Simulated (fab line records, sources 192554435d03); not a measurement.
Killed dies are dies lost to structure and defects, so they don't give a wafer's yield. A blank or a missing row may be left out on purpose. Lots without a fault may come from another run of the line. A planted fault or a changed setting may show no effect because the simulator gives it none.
fab line records | flow n5_finfet
record lots=7 wafers=21
route steps=1938 shown BEOL_M5@1123 BEOL_M6@1239
start_h: hours from the record's first day to the start of the lot's first wafer shown | wait_h: hours since the lot's step before | " the same as in the row above | L1.1+2: a row that stands for several wafers | - no value, or no start given | * or withheld: withheld | < > ~ a bound
route shown NAME@n: a module of which the file shows steps, and the number in the route of the first | usual: mean/standard deviation of fault-free wafers | same: alike in all rows | chamber/n: place in a boat | sites: the reading at each site | _std_site: their standard deviation | _edge_site: outer sites' mean less inner sites' | radius_mm: how far each site lies from the wafer's centre | mask NAME#n: copy n | behind: the tool/chamber that last shaped the wafer | hold: why the lot was held/for how many hours/how that ended | device: the transistor (n, p or np) that didn't switch | end of line: the same wafers' tests at the end of the route | a step without rows: its recipe alone | killed: dies lost to structure and defects at the first sort, not the wafer's yield | map: a wafer's dies, x killed, . not, _ none there
set.NAME: the setting as run; set.NAME@STEP: as run at that earlier step | model.NAME: the simulator's own value behind a step, which no gauge read
lots whose settings were changed on purpose; a table a step, a row a wafer
## steps
# step N5_BEOL_M5_EXPOSE_08
# recipe mask_id=M5 na=0.33 source_shape=annular sigma_inner=0.4 sigma_outer=0.8 polarization=unpolarized target_cd_nm=28 dose_mj=35.75
# columns lot.wafer tool chamber start_h wait_h mask set.dose_mj
L075.1+5 euv_scanner-01 0 163.10 - M5#0 35.75
L075.3 " 0 " " M5#0 38.38
L074.2+6 euv_scanner-01 0 163.56 - M5#0 34.73
L074.5 " 0 " " M5#0 35.75
L078.3+5+6 euv_scanner-01 0 190.62 - M5#0 35.75
L080.2 euv_scanner-01 0 204.78 - M5#0 37.67
L080.4+5 " 0 " " M5#0 35.75
L084.1+3 euv_scanner-02 0 222.51 - M5#0 35.75
L084.2 " 0 " " M5#0 38.25
L086.1+2+4 euv_scanner-02 0 238.99 - M5#0 35.75
L092.1+4 euv_scanner-02 0 299.00 - M5#0 35.75
L092.3 " 0 " " M5#0 34.06
# step N5_BEOL_M5_PEB_09
# recipe peb_temp_c=100 peb_time_s=60 resist=CAR-EUV
# step N5_BEOL_M5_DEVELOP_10
# recipe develop_time_s=30 developer=TMAH resist=CAR-EUV rinse_liquid=surfactant_rinse dry=air_spin dev_temp_c=23
# step N5_BEOL_M5_CD_MEAS_11
# recipe target_cd_nm=27.74 landing_energy_ev=500 detector=se_inlens
# usual cd_nm=28.1/0.3
# columns lot.wafer tool chamber start_h wait_h set.dose_mj@BEOL_M5_EXPOSE_08 cd_nm
L075.1 cd_sem-02 0 163.22 - 35.75 27.7
L075.3 " 0 " " 38.38 29.7
L075.5 " 0 " " 35.75 27.8
L074.2 cd_sem-02 0 163.68 - 34.73 27.3
L074.5 " 0 " " 35.75 28.5
L074.6 " 0 " " 34.73 27.9
L078.3 cd_sem-02 0 190.73 - 35.75 28.0
L078.5 " 0 " " 35.75 28.4
L078.6 " 0 " " 35.75 28.1
L080.2 cd_sem-03 0 204.90 - 37.67 29.0
L080.4 " 0 " " 35.75 28.2
L080.5 " 0 " " 35.75 28.0
L084.1 cd_sem-03 0 222.63 - 35.75 27.9
L084.2 " 0 " " 38.25 29.5
L084.3 " 0 " " 35.75 28.5
L086.1 cd_sem-02 0 239.12 - 35.75 27.5
L086.2 " 0 " " 35.75 28.5
L086.4 " 0 " " 35.75 28.0
L092.1 cd_sem-03 0 299.13 - 35.75 28.1
L092.3 " 0 " " 34.06 27.4
L092.4 " 0 " " 35.75 28.4
# step N5_BEOL_M5_DESCUM_16
# recipe chemistry=O2 time_s=7 source_power_w=50 bias_power_w=20 pressure_mtorr=20 rf_frequency_hz=2.712e+07 temp_c=40 resist=CAR-EUV o2_flow_sccm=225
# columns lot.wafer tool chamber start_h wait_h set.dose_mj@BEOL_M5_EXPOSE_08 model.BEOL_M5.cd_nm
L075.1+5 rie_diel-03 3,2 163.35 0.0 35.75 27.8
L075.3 " 1 " " 38.38 29.4
L074.2 rie_diel-02 3 163.80 0.0 34.73 27.8
L074.5 " 1 " " 35.75 28.4
L074.6 " 2 " " 34.73 27.6
L078.3+5 rie_diel-03 0,3 190.87 0.0 35.75 28.2
L078.6 " 2 " " 35.75 28
L080.2 rie_diel-01 1 205.07 0.1 37.67 28.8
L080.4 " 0 " " 35.75 28.2
L080.5 " 3 " " 35.75 27.8
L084.1 rie_diel-01 0 222.76 0.0 35.75 28.6
L084.2 " 1 " " 38.25 29.8
L084.3 " 2 " " 35.75 27.8
L086.1 rie_diel-03 2 240.03 0.8 35.75 28
L086.2+4 " 3,1 " " 35.75 28.2
L092.1 rie_diel-03 1 299.45 0.2 35.75 28
L092.3 " 3 " " 34.06 27.2
L092.4 " 0 " " 35.75 28.4
# step N5_BEOL_M5_ETCH_72
# recipe chemistry=N2/H2 target=underlayer target_depth_a=65 mask_material=CAR-EUV time_s=5.2 ion_energy_ev=200 pressure_mtorr=30 source_w=840 bias_w=150 n2_flow_sccm=200 h2_flow_sccm=200 ends=cleared
# columns lot.wafer tool chamber start_h wait_h set.dose_mj@BEOL_M5_EXPOSE_08 model.BEOL_M5.cd_nm
L075.1 rie_diel-03 3 163.38 0.0 35.75 28
L075.3 " 1 " " 38.38 29.4
L075.5 " 2 " " 35.75 27.8
L074.2 rie_diel-02 3 163.84 0.0 34.73 27.8
L074.5 " 1 " " 35.75 28.4
L074.6 " 2 " " 34.73 27.6
L078.3 rie_diel-03 0 190.90 0.0 35.75 28.4
L078.5+6 " 3,2 " " 35.75 28.2
L080.2 rie_diel-01 1 205.11 0.0 37.67 29
L080.4 " 0 " " 35.75 28.2
L080.5 " 3 " " 35.75 28
L084.1 rie_diel-01 0 222.79 0.0 35.75 28.6
L084.2 " 1 " " 38.25 29.8
L084.3 " 2 " " 35.75 27.8
L086.1+4 rie_diel-03 2,1 240.07 0.0 35.75 28
L086.2 " 3 " " 35.75 28.2
L092.1 rie_diel-03 1 299.48 0.0 35.75 27.8
L092.3 " 3 " " 34.06 27.4
L092.4 " 0 " " 35.75 28.4
# step N5_BEOL_M5_ETCH_61
# recipe chemistry=CF4 target=SiARC target_depth_a=156 mask_material=CAR-EUV time_s=26 ion_energy_ev=80 pressure_mtorr=40 source_w=545 bias_w=36 Ar_flow_sccm=100 cf4_flow_sccm=100 ends=cleared
# columns lot.wafer tool chamber start_h wait_h set.dose_mj@BEOL_M5_EXPOSE_08 model.BEOL_M5.cd_nm
L075.1 rie_diel-03 3 163.40 0.0 35.75 28
L075.3 " 1 " " 38.38 29.4
L075.5 " 2 " " 35.75 27.8
L074.2+6 rie_diel-02 3,2 163.85 0.0 34.73 27.8
L074.5 " 1 " " 35.75 28.6
L078.3+5 rie_diel-03 0,3 190.92 0.0 35.75 28.2
L078.6 " 2 " " 35.75 28
L080.2 rie_diel-01 1 205.12 0.0 37.67 29
L080.4 " 0 " " 35.75 28.2
L080.5 " 3 " " 35.75 28
L084.1 rie_diel-01 0 222.81 0.0 35.75 28.4
L084.2 " 1 " " 38.25 29.8
L084.3 " 2 " " 35.75 27.8
L086.1+4 rie_diel-03 2,1 240.08 0.0 35.75 28
L086.2 " 3 " " 35.75 28.2
L092.1 rie_diel-03 1 299.50 0.0 35.75 27.8
L092.3 " 3 " " 34.06 27.2
L092.4 " 0 " " 35.75 28.8
# step N5_BEOL_M5_ETCH_62
# recipe chemistry=N2/H2 target=SOC target_depth_a=750 overetch_a=150 mask_material=SiARC temp_c=40 time_s=112.5 ion_energy_ev=200 pressure_mtorr=30 source_w=840 bias_w=150 n2_flow_sccm=200 h2_flow_sccm=200
# step N5_BEOL_M5_STRIP_63
# recipe chemistry=N2/H2 temp_c=40 n2_flow_sccm=200 h2_flow_sccm=200 rf_frequency_hz=6e+07
# step N5_BEOL_M5_STRIP_73
# recipe chemistry=N2/H2 temp_c=40 n2_flow_sccm=200 h2_flow_sccm=200 rf_frequency_hz=6e+07
# step N5_BEOL_M5_STRIP_64
# recipe chemistry=CF4 resist=SiARC power_w=300 bias_power_w=75 pressure_mtorr=50 cf4_flow_sccm=150 rf_frequency_hz=6e+07
# step N5_BEOL_M5_HM_OPEN_17
# recipe chemistry=Cl2/BCl3 target_depth_a=200 overetch_a=60 target=TiN mask_material=SOC ion_energy_ev=150 pressure_mtorr=10 icp_w=1000 bias_w=126 Cl2_flow_sccm=53.25 bcl3_flow_sccm=21.75 Ar_flow_sccm=25
# columns lot.wafer tool chamber start_h wait_h set.target_thk_a@BEOL_M5_HM_DEP_02 model.etch.depth_nm
L075.1 rie_metal-02 0 163.59 0.0 200 19.44
L075.3 " 0 " " 200 19.62
L075.5 " 0 " " 200 19.86
L074.2 rie_metal-02 1 164.05 0.0 200 19.7
L074.5 " 0 " " 200 20.01
L074.6 " 1 " " 209.8 20.73
L078.3 rie_metal-01 1 191.16 0.1 200 19.83
L078.5 " 0 " " 200 20.15
L078.6 " 1 " " 200 19.92
L080.2 rie_metal-03 1 205.33 0.0 176.9 18.05
L080.4 " 1 " " 200 20.28
L080.5 " 0 " " 176.9 17.97
L084.1 rie_metal-03 1 223.01 0.0 200 19.46
L084.2 " 0 " " 200 19.66
L084.3 " 1 " " 212.3 20.94
L086.1 rie_metal-03 1 240.28 0.0 177 17.31
L086.2 " 1 " " 200 19.64
L086.4 " 1 " " 200 19.56
L092.1 rie_metal-03 1 299.69 0.0 200 20.05
L092.3 " 0 " " 200 19.96
L092.4 " 1 " " 179.5 17.84
# step N5_BEOL_M5_TRENCH_ETCH_37
# recipe chemistry=C4F6/O2 target_depth_a=716.52 target=SiCOH_lowk time_s=24.7 ion_energy_ev=250 pressure_mtorr=30 source_w=345 bias_w=185 Ar_flow_sccm=300 C4F6_flow_sccm=10 O2_flow_sccm=10
# usual rf_vpp_V=667/25
# columns lot.wafer tool chamber start_h wait_h set.bias_w set.target_thk_a@BEOL_M5_HM_DEP_02 rf_vpp_V model.TiN_of_BEOL_M5_HM_DEP_02.thk_nm
L075.1 rie_diel-02 1 - - 185 200 663 17.2
L075.3 " 0 " " 185 200 677 17.6
L075.5 " 2 " " 185 200 677 17.6
L074.2 rie_diel-02 0 - - 185 200 677 17.6
L074.5 " 2 " " 210.9 200 753 17.6
L074.6 " 1 " " 185 209.8 663 18.6
L078.3 rie_diel-02 3 - - 185 200 648 17.8
L078.5 " 1 " " 185 200 663 18
L078.6 " 2 " " 185 200 676 17.8
L080.2 rie_diel-03 2 - - 185 176.9 645 16
L080.4 " 3 " " 185 200 673 18.2
L080.5 " 1 " " 185 176.9 659 15.8
L084.1 rie_diel-03 2 - - 185 200 645 17.4
L084.2 " 3 " " 185 200 673 17.6
L084.3 " 0 " " 185 212.3 646 18.8
L086.1 rie_diel-03 0 - - 185 177 647 15.2
L086.2 " 1 " " 185 200 659 17.6
L086.4 " 3 " " 203.4 200 727 17.4
L092.1 rie_diel-03 2 - - 176.1 200 619 18
L092.3 " 1 " " 185 200 658 17.8
L092.4 " 0 " " 185 179.5 645 15.6
# step N5_BEOL_M6_TRENCH_ETCH_37
# recipe chemistry=C4F6/O2 target_depth_a=944.35 target=SiCOH_lowk time_s=31.5 ion_energy_ev=250 pressure_mtorr=30 source_w=345 bias_w=185 Ar_flow_sccm=300 C4F6_flow_sccm=10 O2_flow_sccm=10
# columns lot.wafer tool chamber start_h wait_h set.time_s model.etch.depth_nm model.BEOL_M6.feature_depth_nm
L075.1 rie_diel-04 2 - - 31.5 92.97 93
L075.3 " 0 " " 31.5 93.6 93.6
L075.5 " 3 " " 31.5 95.74 95.8
L074.2 rie_diel-05 1 - - 31.5 95.89 95.8
L074.5 " 1 " " 31.5 95.95 96
L074.6 " 2 " " 31.5 92.27 92.2
L078.3 rie_diel-06 1 - - 31.5 95.86 95.8
L078.5 " 3 " " 31.5 97.57 97.6
L078.6 " 1 " " 31.5 94.9 94.8
L080.2 rie_diel-06 2 - - 31.5 92.03 92
L080.4 " 1 " " 31.5 96.23 96.2
L080.5 " 2 " " 31.5 92.74 92.8
L084.1 rie_diel-05 3 - - 31.5 93.89 93.8
L084.2 " 0 " " 31.5 95.99 96
L084.3 " 1 " " 24.76 75.42 75.4
L086.1 rie_diel-04 2 - - 25.38 74.88 74.8
L086.2 " 0 " " 31.5 91.9 91.8
L086.4 " 1 " " 31.5 91.33 91.4
L092.1 rie_diel-05 0 - - 38.45 117 117
L092.3 " 2 " " 31.5 94.04 94
L092.4 " 1 " " 38.45 115.6 115.6
# step N5_BEOL_M6_ETCH_41
# recipe chemistry=CH3F/O2 target=SiCN target_depth_a=297 taper_deg=2 time_s=52 ion_energy_ev=120 mask_material=TiN pressure_mtorr=30 source_w=395 bias_w=75 Ar_flow_sccm=150 CH3F_flow_sccm=30 O2_flow_sccm=20
# step N5_BEOL_M6_STRIP_80
# recipe chemistry=N2/H2 time_s=10 power_w=450 temp_c=40 pressure_mtorr=20 rf_frequency_hz=6e+07 bias_power_w=7 n2_flow_sccm=200 h2_flow_sccm=200
# step N5_BEOL_M6_OCD_MEAS_38
# usual trench_depth_nm=94.0/2.4
# columns lot.wafer tool chamber start_h wait_h set.time_s@BEOL_M6_TRENCH_ETCH_37 trench_depth_nm
L075.1 ocd-01 - 177.42 - 31.5 93.0
L075.3 " - " " 31.5 93.3
L075.5 " - " " 31.5 95.3
L074.2 ocd-02 - 177.66 - 31.5 96.1
L074.5 " - " " 31.5 96.1
L074.6 " - " " 31.5 92.3
L078.3 ocd-02 - 204.83 - 31.5 95.8
L078.5 " - " " 31.5 97.1
L078.6 " - " " 31.5 94.9
L080.2 ocd-02 - 217.42 - 31.5 91.6
L080.4 " - " " 31.5 96.4
L080.5 " - " " 31.5 92.9
L084.1 ocd-02 - 238.10 - 31.5 93.8
L084.2 " - " " 31.5 95.9
L084.3 " - " " 24.76 75.6
L086.1 ocd-01 - 253.14 - 25.38 74.4
L086.2 " - " " 31.5 92.2
L086.4 " - " " 31.5 91.9
L092.1 ocd-02 - 314.60 - 38.45 117.2
L092.3 " - " " 31.5 94.3
L092.4 " - " " 38.45 115.6
# step N5_BEOL_M6_ALD_77
# recipe material=TaN target_thk_a=20 temp_c=275 ald_precursor_family=PDMAT ald_co_reactant=NH3 pressure_torr=3 carrier_flow_sccm=1500 pulse_time_s=2 purge_time_s=3 co_reactant_purge_time_s=2 co_reactant_pulse_time_s=3 ald_cycles=40 precursor_vessel_temp_c=75 precursor_vessel_pressure_torr=26.25 precursor_vessel_carrier_sccm=1000
# columns lot.wafer tool chamber start_h wait_h set.co_reactant_pulse_time_s
L075.1+3+5 ald_metal-03 2,3,3 178.10 0.1 2.805
L074.2+5 ald_metal-01 0,3 178.57 0.0 3.542
L074.6 " 2 " " 3
L078.3+5+6 ald_metal-01 2,1,2 205.81 0.0 3
L080.2+5 ald_metal-04 2,3 219.36 0.2 2.58
L080.4 " 0 " " 3
L084.1+2+3 ald_metal-03 2,1,0 239.01 0.0 3
L086.1 ald_metal-03 3 255.66 0.3 2.37
L086.2+4 " 1,0 " " 3
L092.1+3 ald_metal-03 3,1 317.70 0.1 2.509
L092.4 " 0 " " 3
# step N5_BEOL_M6_SURFACE_TREAT_79
# recipe gas=Ar time_s=* ion_energy_ev=* ion_current_ma_cm2=0.5 pressure_mtorr=* ar_flow_sccm=30
# step N5_BEOL_M6_CVD_78
# recipe material=Co target_thk_a=20 temp_c=withheld precursor=CCTBA/H2 pressure_torr=30 time_s=142.3
# step N5_BEOL_M6_ECD_50
# recipe material=Cu target_thk_a=3000
# step N5_BEOL_M6_ANNEAL_51
# recipe temp_c=225 time_s=90 ambient=N2
# step N5_BEOL_M6_CMP_52
# recipe stop_on=SiCOH_lowk t_overpolish_s=6.9 down_force_psi=1 platen_rpm=50 clearing_platen_down_force_psi=1.5 clearing_platen_rpm=50 post_cmp_clean=cu_alkaline target_thk_nm=80 clearing_platen_pad_velocity_m_s=0.99484 pad_velocity_m_s=0.99484
# columns lot.wafer tool chamber start_h wait_h set.time_s@BEOL_M6_TRENCH_ETCH_37 model.Cu_of_BEOL_M6_ECD_50.thk_nm
L075.3+1 cmp-03 1,3 179.69 0.2 31.5 78
L075.5 " 2 " " 31.5 78.6
L074.2 cmp-01 0 180.33 0.3 31.5 84.4
L074.6 " 1 " " 31.5 78.4
L074.5 " 2 " " 31.5 81
L078.3 cmp-04 0 207.19 0.3 31.5 81.4
L078.5 " 1 " " 31.5 84.8
L078.6 " 2 " " 31.5 82.8
L080.2 cmp-03 0 220.67 0.2 31.5 78.4
L080.4 " 1 " " 31.5 81.8
L080.5 " 3 " " 31.5 77
L084.3 cmp-01 0 240.74 0.2 24.76 62.8
L084.1 " 1 " " 31.5 79
L084.2 " 2 " " 31.5 83
L086.1 cmp-01 3 257.14 0.3 25.38 60.4
L086.4 " 0 " " 31.5 79.6
L086.2 " 2 " " 31.5 78.4
L092.4 cmp-01 0 319.20 0.3 38.45 103.2
L092.1 " 1 " " 38.45 103.4
L092.3 " 2 " " 31.5 80.4
# step N5_BEOL_M6_THK_MEAS_53
# recipe thk_meas_gauge=xrf reads=Cu_of_BEOL_M6_ECD_50
# usual M6_THK=81.3/2.9
# columns lot.wafer tool chamber start_h wait_h set.time_s@BEOL_M6_TRENCH_ETCH_37 M6_THK[nm]
L075.1 film_metro-02 - 179.99 - 31.5 78.7
L075.3 " - " " 31.5 78.9
L075.5 " - " " 31.5 79.3
L074.2 film_metro-02 - 180.51 - 31.5 84.5
L074.5 " - " " 31.5 81.2
L074.6 " - " " 31.5 78.5
L078.3 film_metro-01 - 207.37 - 31.5 82.3
L078.5 " - " " 31.5 85.7
L078.6 " - " " 31.5 83.4
L080.2 film_metro-01 - 220.93 - 31.5 79.5
L080.4 " - " " 31.5 83.3
L080.5 " - " " 31.5 78.2
L084.1 film_metro-01 - 241.04 - 31.5 80.3
L084.2 " - " " 31.5 84.4
L084.3 " - " " 24.76 63.7
L086.1 film_metro-01 - 257.44 - 25.38 61.3
L086.2 " - " " 31.5 79.3
L086.4 " - " " 31.5 80.8
L092.1 film_metro-02 - 319.49 - 38.45 104.9
L092.3 " - " " 31.5 81.5
L092.4 " - " " 38.45 104.7
# step N5_BEOL_M6_PRE_CLEAN_55
# recipe gas=NH3 time_s=15 temp_c=withheld rf_power_w=300
# step N5_BEOL_M6_DEP_56
# recipe material=SiCN target_thk_a=100 temp_c=withheld precursor=3MS/NH3 pressure_torr=3 rf_w=202 time_s=17.5
# step N5_BEOL_M6_RS_MEAS_57
# recipe thk_meas_gauge=four-point-probe reads=Cu_of_BEOL_M6_ECD_50+Co_of_BEOL_M6_CVD_78+TaN_of_BEOL_M6_ALD_77
# usual M6_RS=0.285/0.011
# columns lot.wafer tool chamber start_h wait_h set.time_s@BEOL_M6_TRENCH_ETCH_37 M6_RS[ohm/sq]
L075.1 film_metro-02 - 180.12 0.1 31.5 0.295
L075.3 " - " " 31.5 0.295
L075.5 " - " " 31.5 0.292
L074.2 film_metro-02 - 180.64 0.1 31.5 0.269
L074.5 " - " " 31.5 0.282
L074.6 " - " " 31.5 0.293
L078.3 film_metro-01 - 207.53 0.1 31.5 0.280
L078.5 " - " " 31.5 0.267
L078.6 " - " " 31.5 0.276
L080.2 film_metro-01 - 221.09 0.1 31.5 0.293
L080.4 " - " " 31.5 0.279
L080.5 " - " " 31.5 0.299
L084.1 film_metro-01 - 241.17 0.1 31.5 0.290
L084.2 " - " " 31.5 0.274
L084.3 " - " " 24.76 0.382
L086.1 film_metro-02 - 257.57 0.1 25.38 0.401
L086.2 " - " " 31.5 0.293
L086.4 " - " " 31.5 0.287
L092.1 film_metro-02 - 319.62 0.1 38.45 0.213
L092.3 " - " " 31.5 0.285
L092.4 " - " " 38.45 0.214
## key
split step=N5_BEOL_M5_EXPOSE_08 setting=dose_mj stated=35.75 by=wafer
response step=N5_BEOL_M5_CD_MEAS_11 reading=cd_nm change=+0.211 per=1% r=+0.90
response step=N5_BEOL_M5_DESCUM_16 reading=model.BEOL_M5.cd_nm change=+0.209 per=1% r=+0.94
response step=N5_BEOL_M5_ETCH_72 reading=model.BEOL_M5.cd_nm change=+0.199 per=1% r=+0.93
response step=N5_BEOL_M5_ETCH_61 reading=model.BEOL_M5.cd_nm change=+0.217 per=1% r=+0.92
split step=N5_BEOL_M5_TRENCH_ETCH_37 setting=bias_w stated=185 by=wafer
response step=N5_BEOL_M5_TRENCH_ETCH_37 reading=rf_vpp_V change=+6.47 per=1% r=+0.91
split step=N5_BEOL_M6_TRENCH_ETCH_37 setting=time_s stated=31.5 by=wafer
response step=N5_BEOL_M6_TRENCH_ETCH_37 reading=model.etch.depth_nm change=+0.933 per=1% r=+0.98
response step=N5_BEOL_M6_TRENCH_ETCH_37 reading=model.BEOL_M6.feature_depth_nm change=+0.935 per=1% r=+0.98
response step=N5_BEOL_M6_OCD_MEAS_38 reading=trench_depth_nm change=+0.939 per=1% r=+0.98
response step=N5_BEOL_M6_CMP_52 reading=model.Cu_of_BEOL_M6_ECD_50.thk_nm change=+0.95 per=1% r=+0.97
response step=N5_BEOL_M6_THK_MEAS_53 reading=M6_THK change=+0.966 per=1% r=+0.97
response step=N5_BEOL_M6_RS_MEAS_57 reading=M6_RS change=-0.00443 per=1% r=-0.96
split step=N5_BEOL_M6_ALD_77 setting=co_reactant_pulse_time_s stated=3 by=wafer
response none clear
split outside_this_file step=N5_BEOL_M5_HM_DEP_02 setting=target_thk_a
# split outside_this_file: this setting was split too, and the file shows its column; the key of that split is in another file
